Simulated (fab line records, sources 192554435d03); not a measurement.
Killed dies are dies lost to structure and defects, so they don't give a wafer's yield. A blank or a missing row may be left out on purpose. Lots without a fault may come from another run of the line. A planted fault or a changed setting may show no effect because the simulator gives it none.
fab line records | flow n5_finfet
record lots=7 wafers=18 last_day=17
route steps=1938 shown SDB@349 BEOL_M4@1111 PASSIVATION@1936
lots that met no fault: from a run of the same line without faults
start_h: hours from the record's first day to the start of the lot's first wafer shown | wait_h: hours since the lot's step before | " the same as in the row above | L1.1+2: a row that stands for several wafers | - no value, or no start given | * or withheld: withheld | < > ~ a bound
route shown NAME@n: a module of which the file shows steps, and the number in the route of the first | usual: mean/standard deviation of fault-free wafers | same: alike in all rows | chamber/n: place in a boat | sites: the reading at each site | _std_site: their standard deviation | _edge_site: outer sites' mean less inner sites' | radius_mm: how far each site lies from the wafer's centre | mask NAME#n: copy n | behind: the tool/chamber that last shaped the wafer | hold: why the lot was held/for how many hours/how that ended | device: the transistor (n, p or np) that didn't switch | end of line: the same wafers' tests at the end of the route | a step without rows: its recipe alone | killed: dies lost to structure and defects at the first sort, not the wafer's yield | map: a wafer's dies, x killed, . not, _ none there
set.NAME: the setting as run; set.NAME@STEP: as run at that earlier step | model.NAME: the simulator's own value behind a step, which no gauge read
lots at some steps of the route; a table a step, a row a wafer
services: from which hour (start_h, from the record's first day; less than 0 if before it) a tool's chamber was out of use, for how many hours, and why
## steps
# step N5_SDB_COAT_04
# recipe resist=SiARC temp_c=220 time_s=60 spin_rpm=1500 resist_thk_nm=18
# step N5_SDB_COAT_05
# recipe resist=CAR-ArF spin_rpm=1500 resist_thk_nm=90
# step N5_SDB_EBR_07
# recipe solvent=PGMEA ebr_width_mm=1.5
# step N5_SDB_SOFTBAKE_06
# recipe temp_c=110 time_s=60 resist=CAR-ArF
# step N5_SDB_EXPOSE_08
# recipe mask_id=SDB na=1.35 source_shape=conventional sigma_outer=0.5 polarization=unpolarized dose_mj=49.6
# step N5_SDB_PEB_09
# recipe peb_temp_c=withheld peb_time_s=60 resist=CAR-ArF
# step N5_SDB_DEVELOP_10
# recipe develop_time_s=30 developer=TMAH resist=CAR-ArF rinse_liquid=diw dry=air_spin dev_temp_c=23
# step N5_SDB_CD_MEAS_11
# recipe target_cd_nm=50 landing_energy_ev=500 detector=se_inlens polarity=opening
# usual cd_nm=50.1/1.1
# columns lot.wafer tool chamber start_h wait_h cd_nm
L562.3 cd_sem-03 0 108.77 - 47.2
L562.4 " 0 " " 48.9
L562.6 " 0 " " 49.2
L567.1 cd_sem-01 0 138.87 - 52.1
L567.2 " 0 " " 51.9
L567.4 " 0 " " 50.4
L570.2 cd_sem-03 0 158.24 - 49.4
L570.6 " 0 " " 50.6
L572.2 cd_sem-02 0 167.22 - 49.0
L572.3 " 0 " " 51.4
L573.1 cd_sem-01 0 173.06 - 48.3
L573.3 " 0 " " 50.5
L573.6 " 0 " " 48.2
L575.2 cd_sem-02 0 186.66 - 48.9
L575.4 " 0 " " 49.8
L576.1 cd_sem-03 0 192.81 - 46.6
L576.2 " 0 " " 49.8
L576.3 " 0 " " 48.9
# step N5_SDB_OVL_MEAS_12
# recipe points_per_wafer=44
# usual SDB_OVL=0.1/0.77
# columns lot.wafer tool chamber start_h wait_h SDB_OVL[nm]
L562.3 overlay-01 0 108.80 0.0 0.1
L562.4 " 0 " " -0.7
L562.6 " 0 " " 0.1
L567.1 overlay-02 0 138.91 0.0 0.8
L567.2 " 0 " " 1.0
L567.4 " 0 " " 0.0
L570.2 overlay-01 0 158.27 0.0 0.4
L570.6 " 0 " " 1.1
L572.2 overlay-02 0 167.25 0.0 -1.1
L572.3 " 0 " " -0.9
L573.1 overlay-01 0 173.09 0.0 -0.1
L573.3 " 0 " " 0.4
L573.6 " 0 " " 1.6
L575.2 overlay-02 0 186.69 0.0 1.4
L575.4 " 0 " " -0.4
L576.1 overlay-01 0 192.84 0.0 0.0
L576.2 " 0 " " 0.3
L576.3 " 0 " " 0.0
# step N5_SDB_INSPECT_13
# recipe mode=adi inspect_instrument=brightfield
# usual raw_defect_count=82/33
# columns lot.wafer tool chamber start_h wait_h raw_defect_count
L562.3 defect_inspect-01 - 108.83 0.0 117
L562.4 " - " " 67
L562.6 " - " " 108
L567.1 defect_inspect-02 - 138.93 0.0 42
L567.2 " - " " 89
L567.4 " - " " 53
L570.2 defect_inspect-02 - 158.30 0.0 86
L570.6 " - " " 108
L572.2 defect_inspect-01 - 167.27 0.0 74
L572.3 " - " " 54
L573.1 defect_inspect-02 - 173.12 0.0 67
L573.3 " - " " 71
L573.6 " - " " 60
L575.2 defect_inspect-01 - 186.72 0.0 78
L575.4 " - " " 83
L576.1 defect_inspect-01 - 192.86 0.0 107
L576.2 " - " " 33
L576.3 " - " " 102
# step N5_SDB_DESCUM_16
# recipe chemistry=O2 time_s=7.9 source_power_w=50 bias_power_w=20 pressure_mtorr=20 rf_frequency_hz=2.712e+07 temp_c=40 resist=CAR-ArF o2_flow_sccm=225
# usual drypump_motor_current_A=5.8/0.61 oes_product_au=0.77/0.075 rf_vpp_V=242.7/1.3 showerhead_plenum_p_Torr=2.07/0.068 throttle_valve_pct=20.40/0.2
# columns lot.wafer tool chamber start_h wait_h drypump_motor_current_A oes_product_au rf_hours_counter_h rf_vpp_V showerhead_plenum_p_Torr throttle_valve_pct
L562.3 rie_diel-06 1 108.86 0.0 5.8 0.67 227 244.0 2.16 20.50
L562.4 " 2 " " 5.3 0.88 39 242.6 2.03 20.00
L562.6 " 2 " " 5.3 0.87 - 242.2 2.03 20.01
L567.1 rie_diel-06 0 139.06 0.1 6.4 0.74 148 241.5 2.02 20.68
L567.2 " 1 " " 5.8 0.67 239 245.7 2.16 20.52
L567.4 " 3 " " 4.8 0.79 118 241.9 2.01 20.25
L570.2 rie_diel-06 1 158.33 0.0 5.8 0.67 246 242.7 2.16 20.54
L570.6 " 1 " " 5.8 0.67 - 242.5 2.16 20.53
L572.2 rie_diel-06 0 167.31 0.0 6.5 0.74 157 241.3 2.01 20.69
L572.3 " 3 " " 4.8 0.78 128 241.1 2.01 20.26
L573.1 rie_diel-01 2 173.15 0.0 6.7 0.76 165 244.4 2.11 20.45
L573.3 " 3 " " 5.9 0.68 256 243.8 2.13 20.34
L573.6 " 3 " " 5.9 0.69 - 244.2 2.13 20.33
L575.2 rie_diel-06 0 186.75 0.0 6.4 0.74 164 242.6 2.01 20.68
L575.4 " 3 " " 4.8 0.76 - 241.0 2.00 20.27
L576.1 rie_diel-01 1 192.90 0.0 5.3 0.72 180 243.3 2.07 20.64
L576.2 " 2 " " 6.7 0.76 173 244.1 2.11 20.47
L576.3 " 0 " " 6.2 0.99 7 245.8 2.23 19.94
# step N5_SDB_ETCH_17
# recipe chemistry=CF4 target=SiARC target_depth_a=234 mask_material=CAR-ArF time_s=39 ion_energy_ev=80 pressure_mtorr=40 source_w=545 bias_w=36 Ar_flow_sccm=100 cf4_flow_sccm=100 ends=cleared
# usual drypump_motor_current_A=5.8/0.61 etch_rf_on_time_s=39.1/0.98 mfc_ar_sccm=100.0/0.32 oes_product_au=0.66/0.064 rf_vpp_V=183.7/1.2 showerhead_plenum_p_Torr=2.12/0.062 throttle_valve_pct=15.58/0.19
# columns lot.wafer tool chamber start_h wait_h drypump_motor_current_A etch_rf_on_time_s mfc_ar_sccm oes_product_au rf_hours_counter_h rf_vpp_V showerhead_plenum_p_Torr throttle_valve_pct
L562.3 rie_diel-06 1 108.90 0.0 5.8 42.1 99.6 0.56 227 183.8 2.19 15.65
L562.4 " 2 " " 5.3 39.1 100.1 0.75 39 183.6 2.09 15.21
L562.6 " 2 " " 5.3 39.1 99.9 0.74 - 185.0 2.09 15.21
L567.1 rie_diel-06 0 139.09 0.0 6.4 38.9 100.2 0.64 148 182.0 2.06 15.78
L567.2 " 1 " " 5.8 42.3 99.5 0.55 239 184.1 2.18 15.66
L567.4 " 3 " " 4.8 38.1 99.7 0.68 118 182.8 2.06 15.45
L570.2 rie_diel-06 1 158.37 0.0 5.8 41.7 99.9 0.56 246 183.1 2.18 15.69
L570.6 " 1 " " 5.8 42.0 99.7 0.56 - 185.3 2.18 15.68
L572.2 rie_diel-06 0 167.34 0.0 6.4 39.2 100.0 0.63 157 184.6 2.06 15.79
L572.3 " 3 " " 4.8 38.1 100.3 0.67 128 181.5 2.06 15.47
L573.1 rie_diel-01 2 173.18 0.0 6.7 39.5 100.1 0.65 165 184.6 2.14 15.58
L573.3 " 3 " " 5.9 38.5 100.4 0.59 256 183.4 2.18 15.71
L573.6 " 3 " " 5.9 38.4 100.4 0.59 - 185.9 2.18 15.71
L575.2 rie_diel-06 0 186.78 0.0 6.4 39.0 100.1 0.63 164 183.4 2.06 15.81
L575.4 " 3 " " 4.8 37.8 100.1 0.67 - 183.4 2.05 15.49
L576.1 rie_diel-01 1 192.93 0.0 5.2 39.2 100.3 0.63 180 184.3 2.12 15.85
L576.2 " 2 " " 6.7 39.0 99.7 0.64 173 182.5 2.14 15.57
L576.3 " 0 " " 6.2 37.9 100.2 0.84 7 185.7 2.27 15.06
# step N5_SDB_ETCH_18
# recipe chemistry=N2/H2 target=SOC target_depth_a=1000 overetch_a=200 mask_material=SiARC temp_c=40 time_s=150 ion_energy_ev=200 pressure_mtorr=30 source_w=840 bias_w=150 n2_flow_sccm=200 h2_flow_sccm=200
# usual drypump_motor_current_A=5.8/0.61 n2_flow_sccm=200.1/0.67 oes_product_au=0.69/0.063 rf_vpp_V=523.1/2.4 showerhead_plenum_p_Torr=2.52/0.079 throttle_valve_pct=17.85/0.16
# columns lot.wafer tool chamber start_h wait_h drypump_motor_current_A n2_flow_sccm oes_product_au rf_hours_counter_h rf_vpp_V showerhead_plenum_p_Torr throttle_valve_pct model.SiARC_of_SDB_COAT_04.thk_nm
L562.3 rie_diel-06 1 108.93 0.0 5.8 200.2 0.61 227 526.0 2.63 17.96 13.2
L562.4 " 2 " " 5.3 201.6 0.78 39 522.9 2.49 17.53 12.8
L562.6 " 2 " " 5.3 200.5 0.78 - 522.5 2.49 17.54 12.6
L567.1 rie_diel-06 0 139.13 0.0 6.4 199.1 0.68 148 522.2 2.45 17.96 12.8
L567.2 " 1 " " 5.8 200.1 0.61 239 525.7 2.62 18.00 13.2
L567.4 " 3 " " 4.8 201.0 0.70 118 519.3 2.46 17.83 12.8
L570.2 rie_diel-06 1 158.40 0.0 5.8 199.6 0.61 246 525.2 2.62 18.00 11.2
L570.6 " 1 " " 5.8 199.3 0.60 - 527.3 2.62 18.00 13.4
L572.2 rie_diel-06 0 167.38 0.0 6.4 200.0 0.67 157 523.1 2.44 17.98 10.8
L572.3 " 3 " " 4.8 200.6 0.69 128 520.9 2.46 17.85 10.4
L573.1 rie_diel-01 2 173.22 0.0 6.7 200.3 0.69 165 525.1 2.54 17.79 12.8
L573.3 " 3 " " 5.9 200.0 0.61 256 525.4 2.60 17.82 12.8
L573.6 " 3 " " 5.9 200.4 0.61 - 525.0 2.60 17.82 12.8
L575.2 rie_diel-06 0 186.82 0.0 6.4 200.7 0.66 164 519.3 2.44 17.97 10.6
L575.4 " 3 " " 4.8 200.7 0.69 - 521.8 2.46 17.87 12.6
L576.1 rie_diel-01 1 192.97 0.0 5.3 201.0 0.66 180 524.9 2.53 18.04 12.8
L576.2 " 2 " " 6.7 199.1 0.67 173 523.8 2.54 17.79 12.8
L576.3 " 0 " " 6.2 200.6 0.87 7 528.3 2.72 17.53 12.8
# step N5_SDB_STRIP_19
# recipe chemistry=N2/H2 temp_c=40 n2_flow_sccm=200 h2_flow_sccm=200 rf_frequency_hz=6e+07
# step N5_BEOL_M4_RC_MEAS_101
# usual DIBL_N=36.5/2 DIBL_P=36.5/2.3 IOFF_N=0.16/0.036 IOFF_P=0.21/0.037 ION_N=672/12 ION_P=459/7.1 SS_N=71.6/0.73 SS_P=73.4/0.76 VT_N=250/3.3 VT_P=-250.5/2.9
# columns lot.wafer tool chamber start_h wait_h DIBL_N[mV/V] DIBL_P[mV/V] IOFF_N[nA/um] IOFF_P[nA/um] ION_N[uA/um] ION_P[uA/um] SS_N[mV/dec] SS_P[mV/dec] VT_N[mV] VT_P[mV]
L562.3 prober-01 0 223.63 0.3 32.9 33.1 0.10 0.15 651 450 70.4 72.3 255 -253.9
L562.4 " 0 " " 38.1 38.9 0.19 0.24 676 461 72.7 73.7 248 -247.5
L562.6 " 0 " " 35.0 34.4 0.13 0.17 664 453 71.4 73.5 254 -252.8
L567.1 prober-01 0 257.15 0.0 37.4 36.3 0.18 0.24 684 461 72.3 74.2 246 -249.3
L567.2 " 0 " " 38.4 36.6 0.20 0.25 697 465 72.4 73.6 245 -247.6
L567.4 " 0 " " 38.3 37.6 0.20 0.28 693 470 72.4 74.3 246 -246.7
L570.2 prober-01 0 263.44 0.2 35.1 37.3 0.15 0.19 672 458 71.6 73.6 249 -253.4
L570.6 " 0 " " 32.5 34.1 0.11 0.15 664 455 70.5 72.5 251 -255.7
L573.1 prober-02 0 274.13 0.0 34.9 33.7 0.13 0.20 664 466 71.1 72.7 253 -248.9
L573.3 " 0 " " 37.1 35.2 0.15 0.22 654 449 71.9 72.9 255 -250.1
L573.6 " 0 " " 36.9 36.0 0.16 0.24 681 473 71.1 73.3 250 -245.5
L572.2 prober-01 0 280.33 0.2 36.3 34.2 0.15 0.18 670 454 71.7 73.4 251 -254.5
L572.3 " 0 " " 34.5 32.5 0.12 0.16 665 454 71.2 72.4 255 -256.7
L576.1 prober-01 0 297.09 0.1 36.4 36.7 0.16 0.22 673 460 71.3 73.1 250 -250.8
L576.2 " 0 " " 39.6 40.7 0.24 0.29 696 467 72.8 74.5 242 -244.7
L576.3 " 0 " " 34.6 35.0 0.13 0.18 672 457 71.8 72.6 252 -252.3
L575.2 prober-02 0 297.90 0.2 36.1 36.0 0.13 0.18 663 453 71.7 72.7 254 -255.0
L575.4 " 0 " " 38.1 38.8 0.17 0.22 671 458 71.5 73.9 248 -251.8
# step N5_PASSIVATION_PROBE_49
# usual defect_limited_yield=91.4/1.4 killed_at_M0_to_M3=33/11 killed_at_M4_up=13/5.3 killed_at_contacts=13/6.1 killed_at_front_end=40/11 killed_at_other=2.9/2.7 killed_dies=102/17 killed_open=68/13 killed_short=32/7.5 sort_bin_5_function=5.1/0.98 sort_bin_6_memory=3.2/0.69 sort_n_pass=1077/21 sort_yield_pct=91.3/1.7
# same gross_dies=1180 killed_at_back_side=0 sort_bin_4_leakage[%]=0 sort_bin_8_speed[%]=0
# columns lot.wafer tool chamber start_h wait_h defect_limited_yield[%] killed_at_M0_to_M3 killed_at_M4_up killed_at_contacts killed_at_front_end killed_at_other killed_dies killed_open killed_short sort_bin_5_function[%] sort_bin_6_memory[%] sort_n_pass sort_yield_pct[%]
L570.2 prober-02 - 391.87 0.1 91.7 30 15 9 37 7 98 75 22 4.7 3.5 1082 91.7
L570.6 prober-02 - 392.07 0.3 89.6 52 13 11 39 8 123 75 47 6.4 3.6 1057 89.6
L572.2 prober-01 - 399.63 0.1 90.3 37 18 23 35 1 114 77 32 5.4 3.7 1066 90.3
L575.4 prober-01 - 409.12 0.2 89.1 40 9 22 45 13 129 91 35 6.3 4.5 1051 89.1
# killed by level:class
L570.2 BEOL_M3:geometric_particle:open=10 MOL_CONTACT_COAG:geometric_particle:open=9 STI_FIN_REVEAL:geometric_particle:open=8 BEOL_M0_SAQP:geometric_particle:open=7 BEOL_M2:geometric_particle:open=6 FIN_SAQP:geometric_particle:open=5 DUMMY_GATE:geometric_particle:open=5 MIM_TOP_ETCH:geometric_particle:short=5
L570.6 BEOL_M3:geometric_particle:open=14 STI_FIN_REVEAL:geometric_particle:open=12 BEOL_M0_SAQP:geometric_particle:open=12 BEOL_M0_SAQP:geometric_particle:short=10 MOL_CONTACT_COAG:geometric_particle:open=7 FIN_SAQP:geometric_particle:open=6 FIN_SAQP:geometric_particle:short=6 GATE_CUT:geometric_particle:short=6
L572.2 MOL_CONTACT_COAG:geometric_particle:open=19 FIN_SAQP:geometric_particle:short=9 BEOL_M3:geometric_particle:open=9 BEOL_M4:geometric_particle:open=9 FIN_SAQP:geometric_particle:open=7 BEOL_M0_SAQP:geometric_particle:short=7 BEOL_M1:geometric_particle:open=6 BEOL_M2:geometric_particle:open=6
L575.4 STI_FIN_REVEAL:geometric_particle:open=19 MOL_CONTACT_COAG:geometric_particle:open=19 BEOL_M0_SAQP:geometric_particle:short=9 BEOL_M1:geometric_particle:open=9 BEOL_M4:geometric_particle:open=7 BEOL_M0_SAQP:geometric_particle:open=6 BEOL_M2:geometric_particle:open=6 PASS1_CAP:geometric_particle:open=5
## services
# columns tool chamber start_h hours kind
rie_diel-06 2 128.59 2.3 repair
rie_diel-01 0 153.21 - clean
rie_diel-01 0 153.21 - consumable_replace:focus_ring
rie_diel-01 0 153.21 - consumable_replace:showerhead
rie_diel-01 0 153.21 21.3 scheduled_down
rie_diel-01 0 153.21 21.3 vent_cycle
rie_diel-06 1 173.05 - clean
rie_diel-06 1 173.05 - consumable_replace:focus_ring
rie_diel-06 1 173.05 16.4 scheduled_down
rie_diel-06 1 173.05 16.4 vent_cycle
rie_diel-06 0 176.57 2.9 repair
rie_diel-01 3 183.44 7.2 repair
rie_diel-01 3 190.78 - clean
rie_diel-01 3 190.78 - consumable_replace:esc
rie_diel-01 3 190.78 - consumable_replace:focus_ring
rie_diel-01 3 190.78 31.4 scheduled_down
rie_diel-01 3 190.78 31.4 vent_cycle
## key
first_sign none at tools or gauges
model_effect step=N5_SDB_ETCH_18 value=SiARC_of_SDB_COAT_04.thk_nm without=13 struck=10.75
met_at N5_SDB_ETCH_18
struck_wafers L570.2,L572.2,L572.3,L575.2
onset_between 139.13 158.40
fault kind=process_parameter_drift tool=rie_diel-06 chamber=- onset_h=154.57 steps=N5_SDB_ETCH_18 channel=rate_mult offset=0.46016 shape=step end_h=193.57 scope=struck_wafers_only
